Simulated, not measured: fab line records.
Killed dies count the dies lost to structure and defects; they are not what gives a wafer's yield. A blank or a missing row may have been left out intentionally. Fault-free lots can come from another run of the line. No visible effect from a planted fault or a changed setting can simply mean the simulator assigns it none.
Which tool did it? / flow nandHarc / 12 lots, 36 wafers sampled, at 5 steps of a route of 1159

## WHAT THE GAUGES SHOWED, per wafer
NHARC_END_SORT_01.
lot=L347; measured=day 19 22:42; on=prober-02; killedAtArray=14 14 11; killedAtOther=1 0 0; killedAtPeriphery=4 5 6; killedDies=19 19 17; killedOpen=3 6 3; killedShort=6 1 5
lot=L351; measured=day 20 06:16; on=prober-01; killedAtArray=674 667 675; killedAtOther=1 2 0; killedAtPeriphery=2 8 2; killedDies=677 677 677; killedOpen=7 3 0; killedShort=3 2 1
lot=L349; measured=day 20 14:00; on=prober-02; killedAtArray=673 676 674; killedAtOther=0 0 0; killedAtPeriphery=4 1 3; killedDies=677 677 677; killedOpen=3 1 4; killedShort=3 0 2
lot=L354; measured=day 21 16:02; on=prober-01; killedAtArray=671 671 673; killedAtOther=1 1 0; killedAtPeriphery=5 5 4; killedDies=677 677 677; killedOpen=2 5 3; killedShort=2 2 4
lot=L355; measured=day 22 14:36; on=prober-02; killedAtArray=45 35 58; killedAtOther=1 2 0; killedAtPeriphery=2 6 2; killedDies=48 43 60; killedOpen=5 1 6; killedShort=0 3 5
lot=L362; measured=day 22 22:17; on=prober-02; killedAtArray=41 48 36; killedAtOther=2 1 2; killedAtPeriphery=3 6 4; killedDies=46 55 42; killedOpen=3 2 1; killedShort=1 4 3
lot=L361; measured=day 23 07:19; on=prober-02; killedAtArray=28 32 48; killedAtOther=2 0 0; killedAtPeriphery=5 3 1; killedDies=35 35 49; killedOpen=2 2 5; killedShort=0 0 5
lot=L366; measured=day 24 01:02; on=prober-02; killedAtArray=32 38 18; killedAtOther=0 1 1; killedAtPeriphery=2 2 4; killedDies=34 41 23; killedOpen=4 3 2; killedShort=1 3 0
lot=L364; measured=day 24 09:49; on=prober-01; killedAtArray=27 33 17; killedAtOther=1 2 0; killedAtPeriphery=5 3 3; killedDies=33 38 20; killedOpen=2 3 1; killedShort=1 1 1
lot=L365; measured=day 24 13:27; on=prober-02; killedAtArray=29 34 46; killedAtOther=1 4 6; killedAtPeriphery=4 2 3; killedDies=34 40 55; killedOpen=3 6 3; killedShort=2 2 1
lot=L369; measured=day 24 21:50; on=prober-01; killedAtArray=18 21 37; killedAtOther=3 1 1; killedAtPeriphery=3 6 4; killedDies=24 28 42; killedOpen=3 4 6; killedShort=2 1 3
lot=L368; measured=day 25 14:41; on=prober-01; killedAtArray=29 23 15; killedAtOther=2 2 2; killedAtPeriphery=2 3 1; killedDies=33 28 18; killedOpen=4 3 5; killedShort=4 1 2

## EACH LOT AND THE TOOL THAT RAN IT (in order: tool; ch and the chambers of the sampled wafers; start)
lot=L347; NHARC_A_CONTACT_STRIP_55=rieDiel-03 ch 2,3, day 16 23:08 or earlier; NHARC_A_CONTACT_DEP_57=aclDep-03 ch 0, day 16 23:08; NHARC_A_CONTACT_DESCUM_74=rieDiel-03 ch 0,2,3, day 17 00:58; NHARC_A_CONTACT_ETCH_78=rieDiel-03 ch 0,2,3, day 17 01:39
lot=L351; NHARC_A_CONTACT_STRIP_55=rieDiel-13 ch 1,2, day 17 09:37 or earlier; NHARC_A_CONTACT_DEP_57=aclDep-01 ch 0, day 17 09:37; NHARC_A_CONTACT_DESCUM_74=rieDiel-13 ch 1,3, day 17 12:20; NHARC_A_CONTACT_ETCH_78=rieDiel-13 ch 0,1, day 17 13:00
lot=L349; NHARC_A_CONTACT_STRIP_55=rieDiel-13 ch 0,2,3, day 17 16:25 or earlier; NHARC_A_CONTACT_DEP_57=aclDep-03 ch 0, day 17 16:25; NHARC_A_CONTACT_DESCUM_74=rieDiel-03 ch 0,2,3, day 17 18:34; NHARC_A_CONTACT_ETCH_78=rieDiel-03 ch 0,1, day 17 19:19
lot=L354; NHARC_A_CONTACT_STRIP_55=rieDiel-03 ch 1,2, day 18 16:13 or earlier; NHARC_A_CONTACT_DEP_57=aclDep-03 ch 0, day 18 16:13; NHARC_A_CONTACT_DESCUM_74=rieDiel-08 ch 0,3, day 18 18:17; NHARC_A_CONTACT_ETCH_78=rieDiel-08 ch 0,1,2, day 18 18:56
lot=L355; NHARC_A_CONTACT_STRIP_55=rieDiel-08 ch 1,2, day 19 08:27 or earlier; NHARC_A_CONTACT_DEP_57=aclDep-03 ch 0, day 19 08:27; NHARC_A_CONTACT_DESCUM_74=rieDiel-03 ch 1,2,3, day 19 10:53; NHARC_A_CONTACT_ETCH_78=rieDiel-03 ch 1,2, day 19 11:31
lot=L362; NHARC_A_CONTACT_STRIP_55=rieDiel-03 ch 1,2,3, day 19 18:43 or earlier; NHARC_A_CONTACT_DEP_57=aclDep-02 ch 0, day 19 18:43; NHARC_A_CONTACT_DESCUM_74=rieDiel-03 ch 1,3, day 19 21:08; NHARC_A_CONTACT_ETCH_78=rieDiel-03 ch 1,3, day 19 22:13
lot=L361; NHARC_A_CONTACT_STRIP_55=rieDiel-03 ch 0,1,3, day 20 11:09 or earlier; NHARC_A_CONTACT_DEP_57=aclDep-03 ch 0, day 20 11:09; NHARC_A_CONTACT_DESCUM_74=rieDiel-08 ch 0,1,2, day 20 13:40; NHARC_A_CONTACT_ETCH_78=rieDiel-08 ch 0,3, day 20 15:32
lot=L366; NHARC_A_CONTACT_STRIP_55=rieDiel-08 ch 0,2, day 20 17:58 or earlier; NHARC_A_CONTACT_DEP_57=aclDep-03 ch 0, day 20 17:58; NHARC_A_CONTACT_DESCUM_74=rieDiel-13 ch 0,1,2, day 20 20:21; NHARC_A_CONTACT_ETCH_78=rieDiel-13 ch 2,3, day 20 20:56
lot=L364; NHARC_A_CONTACT_STRIP_55=rieDiel-13 ch 0,3, day 21 03:49 or earlier; NHARC_A_CONTACT_DEP_57=aclDep-03 ch 0, day 21 03:49; NHARC_A_CONTACT_DESCUM_74=rieDiel-03 ch 0,1,2, day 21 05:51; NHARC_A_CONTACT_ETCH_78=rieDiel-03 ch 2,3, day 21 06:37
lot=L365; NHARC_A_CONTACT_STRIP_55=rieDiel-03 ch 2,3, day 21 17:45 or earlier; NHARC_A_CONTACT_DEP_57=aclDep-01 ch 0, day 21 17:45; NHARC_A_CONTACT_DESCUM_74=rieDiel-13 ch 1,3, day 21 20:08; NHARC_A_CONTACT_ETCH_78=rieDiel-13 ch 0,1,3, day 21 20:43
lot=L369; NHARC_A_CONTACT_STRIP_55=rieDiel-03 ch 0,3, day 22 09:55 or earlier; NHARC_A_CONTACT_DEP_57=aclDep-03 ch 0, day 22 09:55; NHARC_A_CONTACT_DESCUM_74=rieDiel-08 ch 0,1, day 22 12:26; NHARC_A_CONTACT_ETCH_78=rieDiel-08 ch 0,1,2, day 22 13:08
lot=L368; NHARC_A_CONTACT_STRIP_55=rieDiel-13 ch 0,1,2, day 22 16:19 or earlier; NHARC_A_CONTACT_DEP_57=aclDep-03 ch 0, day 22 16:19; NHARC_A_CONTACT_DESCUM_74=rieDiel-03 ch 0,1,3, day 22 18:27; NHARC_A_CONTACT_ETCH_78=rieDiel-03 ch 2,3, day 22 19:05
- NHARC_A_CONTACT_STRIP_55: strips in O2.
- NHARC_A_CONTACT_DEP_57: deposits aC, target thk 2800 nm.
- NHARC_A_CONTACT_DESCUM_74: chemistry O2, time 3 s.
- NHARC_A_CONTACT_ETCH_78: etches the open film in O2/COS, target depth 2800 nm, time 728 s.

## AS READ BY THE TOOLS THEMSELVES (means over the sampled wafers that have a number; for cases with no such wafer, the mark the record gives instead)
NHARC_A_CONTACT_STRIP_55.
lot=L347; tool=rieDiel-03; drypumpMotorCurrentA (A)=6.1; oesProductAu (a.u.)=1.005; rfVppV (V)=57.4; showerheadPlenumPTorr (Torr)=3.48; throttleValvePct (%)=17.041
lot=L351; tool=rieDiel-13; drypumpMotorCurrentA (A)=5.7; oesProductAu (a.u.)=0.977; rfVppV (V)=58.3; showerheadPlenumPTorr (Torr)=3.43; throttleValvePct (%)=17.038
lot=L349; tool=rieDiel-13; drypumpMotorCurrentA (A)=5.8; oesProductAu (a.u.)=0.988; rfVppV (V)=58.3; showerheadPlenumPTorr (Torr)=3.51; throttleValvePct (%)=17.042
lot=L354; tool=rieDiel-03; drypumpMotorCurrentA (A)=5.5; oesProductAu (a.u.)=1.006; rfVppV (V)=58.0; showerheadPlenumPTorr (Torr)=3.68; throttleValvePct (%)=17.031
lot=L355; tool=rieDiel-08; drypumpMotorCurrentA (A)=5.3; oesProductAu (a.u.)=1.000; rfVppV (V)=57.6; showerheadPlenumPTorr (Torr)=3.32; throttleValvePct (%)=17.031
lot=L362; tool=rieDiel-03; drypumpMotorCurrentA (A)=5.9; oesProductAu (a.u.)=1.004; rfVppV (V)=58.2; showerheadPlenumPTorr (Torr)=3.55; throttleValvePct (%)=17.028
lot=L361; tool=rieDiel-03; drypumpMotorCurrentA (A)=5.9; oesProductAu (a.u.)=0.999; rfVppV (V)=57.7; showerheadPlenumPTorr (Torr)=3.51; throttleValvePct (%)=17.026
lot=L366; tool=rieDiel-08; drypumpMotorCurrentA (A)=5.1; oesProductAu (a.u.)=0.978; rfVppV (V)=58.2; showerheadPlenumPTorr (Torr)=3.33; throttleValvePct (%)=17.031
lot=L364; tool=rieDiel-13; drypumpMotorCurrentA (A)=6.2; oesProductAu (a.u.)=0.982; rfVppV (V)=58.7; showerheadPlenumPTorr (Torr)=3.59; throttleValvePct (%)=17.046
lot=L365; tool=rieDiel-03; drypumpMotorCurrentA (A)=6.0; oesProductAu (a.u.)=0.991; rfVppV (V)=57.0; showerheadPlenumPTorr (Torr)=3.47; throttleValvePct (%)=17.040
lot=L369; tool=rieDiel-03; drypumpMotorCurrentA (A)=6.1; oesProductAu (a.u.)=0.993; rfVppV (V)=57.0; showerheadPlenumPTorr (Torr)=3.40; throttleValvePct (%)=17.039
lot=L368; tool=rieDiel-13; drypumpMotorCurrentA (A)=5.7; oesProductAu (a.u.)=1.000; rfVppV (V)=57.6; showerheadPlenumPTorr (Torr)=3.38; throttleValvePct (%)=17.033

NHARC_A_CONTACT_DEP_57.
lot=L347; tool=aclDep-03; throttleValvePct (%)=34.993
lot=L351; tool=aclDep-01; throttleValvePct (%)=35.000
lot=L349; tool=aclDep-03; throttleValvePct (%)=34.986
lot=L354; tool=aclDep-03; throttleValvePct (%)=35.001
lot=L355; tool=aclDep-03; throttleValvePct (%)=35.005
lot=L362; tool=aclDep-02; throttleValvePct (%)=34.998
lot=L361; tool=aclDep-03; throttleValvePct (%)=35.002
lot=L366; tool=aclDep-03; throttleValvePct (%)=34.999
lot=L364; tool=aclDep-03; throttleValvePct (%)=34.996
lot=L365; tool=aclDep-01; throttleValvePct (%)=35.004
lot=L369; tool=aclDep-03; throttleValvePct (%)=34.992
lot=L368; tool=aclDep-03; throttleValvePct (%)=35.005

NHARC_A_CONTACT_DESCUM_74.
lot=L347; tool=rieDiel-03; drypumpMotorCurrentA (A)=6.0; oesProductAu (a.u.)=1.007; rfVppV (V)=57.6; showerheadPlenumPTorr (Torr)=1.87; throttleValvePct (%)=11.304
lot=L351; tool=rieDiel-13; drypumpMotorCurrentA (A)=6.0; oesProductAu (a.u.)=0.992; rfVppV (V)=58.4; showerheadPlenumPTorr (Torr)=1.91; throttleValvePct (%)=11.313
lot=L349; tool=rieDiel-03; drypumpMotorCurrentA (A)=6.0; oesProductAu (a.u.)=0.994; rfVppV (V)=57.5; showerheadPlenumPTorr (Torr)=1.87; throttleValvePct (%)=11.310
lot=L354; tool=rieDiel-08; drypumpMotorCurrentA (A)=5.4; oesProductAu (a.u.)=1.002; rfVppV (V)=57.1; showerheadPlenumPTorr (Torr)=1.79; throttleValvePct (%)=11.311
lot=L355; tool=rieDiel-03; drypumpMotorCurrentA (A)=5.9; oesProductAu (a.u.)=1.003; rfVppV (V)=58.4; showerheadPlenumPTorr (Torr)=1.93; throttleValvePct (%)=11.314
lot=L362; tool=rieDiel-03; drypumpMotorCurrentA (A)=5.8; oesProductAu (a.u.)=1.008; rfVppV (V)=57.7; showerheadPlenumPTorr (Torr)=1.96; throttleValvePct (%)=11.317
lot=L361; tool=rieDiel-08; drypumpMotorCurrentA (A)=5.5; oesProductAu (a.u.)=0.996; rfVppV (V)=57.7; showerheadPlenumPTorr (Torr)=1.79; throttleValvePct (%)=11.309
lot=L366; tool=rieDiel-13; drypumpMotorCurrentA (A)=5.7; oesProductAu (a.u.)=0.993; rfVppV (V)=57.8; showerheadPlenumPTorr (Torr)=1.83; throttleValvePct (%)=11.306
lot=L364; tool=rieDiel-03; drypumpMotorCurrentA (A)=5.7; oesProductAu (a.u.)=0.999; rfVppV (V)=58.0; showerheadPlenumPTorr (Torr)=1.94; throttleValvePct (%)=11.322
lot=L365; tool=rieDiel-13; drypumpMotorCurrentA (A)=6.1; oesProductAu (a.u.)=0.984; rfVppV (V)=57.4; showerheadPlenumPTorr (Torr)=1.97; throttleValvePct (%)=11.301
lot=L369; tool=rieDiel-08; drypumpMotorCurrentA (A)=5.8; oesProductAu (a.u.)=1.014; rfVppV (V)=57.2; showerheadPlenumPTorr (Torr)=1.98; throttleValvePct (%)=11.311
lot=L368; tool=rieDiel-03; drypumpMotorCurrentA (A)=5.9; oesProductAu (a.u.)=1.008; rfVppV (V)=58.0; showerheadPlenumPTorr (Torr)=1.90; throttleValvePct (%)=11.306

NHARC_A_CONTACT_ETCH_78.
lot=L347; tool=rieDiel-03; biasW (W)=299.8; chamberPressureMTorr (mTorr)=19.996; drypumpMotorCurrentA (A)=6.1; oesProductAu (a.u.)=1.005; rfVppV (V)=312.9; showerheadPlenumPTorr (Torr)=3.05; throttleValvePct (%)=28.325
lot=L351; tool=rieDiel-13; biasW (W)=-; chamberPressureMTorr (mTorr)=-; drypumpMotorCurrentA (A)=-; oesProductAu (a.u.)=-; rfVppV (V)=-; showerheadPlenumPTorr (Torr)=-; throttleValvePct (%)=-
lot=L349; tool=rieDiel-03; biasW (W)=-; chamberPressureMTorr (mTorr)=-; drypumpMotorCurrentA (A)=-; oesProductAu (a.u.)=-; rfVppV (V)=-; showerheadPlenumPTorr (Torr)=-; throttleValvePct (%)=-
lot=L354; tool=rieDiel-08; biasW (W)=-; chamberPressureMTorr (mTorr)=-; drypumpMotorCurrentA (A)=-; oesProductAu (a.u.)=-; rfVppV (V)=-; showerheadPlenumPTorr (Torr)=-; throttleValvePct (%)=-
lot=L355; tool=rieDiel-03; biasW (W)=300.3; chamberPressureMTorr (mTorr)=19.996; drypumpMotorCurrentA (A)=5.5; oesProductAu (a.u.)=1.006; rfVppV (V)=316.3; showerheadPlenumPTorr (Torr)=3.26; throttleValvePct (%)=28.336
lot=L362; tool=rieDiel-03; biasW (W)=300.8; chamberPressureMTorr (mTorr)=19.988; drypumpMotorCurrentA (A)=6.1; oesProductAu (a.u.)=1.007; rfVppV (V)=314.0; showerheadPlenumPTorr (Torr)=3.09; throttleValvePct (%)=28.337
lot=L361; tool=rieDiel-08; biasW (W)=299.6; chamberPressureMTorr (mTorr)=19.991; drypumpMotorCurrentA (A)=5.4; oesProductAu (a.u.)=0.993; rfVppV (V)=310.7; showerheadPlenumPTorr (Torr)=2.93; throttleValvePct (%)=28.325
lot=L366; tool=rieDiel-13; biasW (W)=299.3; chamberPressureMTorr (mTorr)=19.997; drypumpMotorCurrentA (A)=5.7; oesProductAu (a.u.)=0.978; rfVppV (V)=315.1; showerheadPlenumPTorr (Torr)=3.22; throttleValvePct (%)=28.326
lot=L364; tool=rieDiel-03; biasW (W)=300.2; chamberPressureMTorr (mTorr)=20.002; drypumpMotorCurrentA (A)=6.3; oesProductAu (a.u.)=0.996; rfVppV (V)=313.1; showerheadPlenumPTorr (Torr)=3.02; throttleValvePct (%)=28.334
lot=L365; tool=rieDiel-13; biasW (W)=300.2; chamberPressureMTorr (mTorr)=19.992; drypumpMotorCurrentA (A)=6.1; oesProductAu (a.u.)=0.984; rfVppV (V)=313.2; showerheadPlenumPTorr (Torr)=3.08; throttleValvePct (%)=28.331
lot=L369; tool=rieDiel-08; biasW (W)=300.1; chamberPressureMTorr (mTorr)=20.009; drypumpMotorCurrentA (A)=5.5; oesProductAu (a.u.)=1.007; rfVppV (V)=314.2; showerheadPlenumPTorr (Torr)=3.08; throttleValvePct (%)=28.339
lot=L368; tool=rieDiel-03; biasW (W)=299.2; chamberPressureMTorr (mTorr)=20.005; drypumpMotorCurrentA (A)=6.3; oesProductAu (a.u.)=0.991; rfVppV (V)=312.9; showerheadPlenumPTorr (Torr)=3.01; throttleValvePct (%)=28.324

## THE ANSWER, worked out from the rows above alone
Rule: usual is defined by the lots themselves. Put in order of their means at a reading, lots are off if they are a third of the lots or fewer, leave a main group of 4 or more, and stand apart from it by a gap of 3 or more times the standard deviation of the main group's means; of several such gaps the widest counts. If all means in a main group match to the digits the tables above print for the reading, that group is not used. Also off: a lot with no number at a reading for which 4 or more lots have one. All remaining lots with rows at the step are treated as sound. First the gauges in route order, then the tools' own readings, where a lot's mean is used as printed above. At the first step where some lot is off, the reading lying furthest off is the one used; lots without a number count as furthest.
Off, at NHARC_END_SORT_01 on killedAtArray: L351, L349, L354. The main group: mean 31, standard deviation 9.7.
If a tool, at a process step before that reading, ran all the lots that are off and no sound lot after the first of them, it fits. The gauges at NHARC_END_SORT_01 aren't tried: what is off there is off at NHARC_A_CONTACT_ETCH_78 too, on other tools, and a gauge's error can't cause that. NHARC_A_CONTACT_STRIP_55: start missing for some lots; hours and lot order therefore follow NHARC_A_CONTACT_DEP_57. None of those tried fits.

## WHAT THE SIMULATOR PUT IN
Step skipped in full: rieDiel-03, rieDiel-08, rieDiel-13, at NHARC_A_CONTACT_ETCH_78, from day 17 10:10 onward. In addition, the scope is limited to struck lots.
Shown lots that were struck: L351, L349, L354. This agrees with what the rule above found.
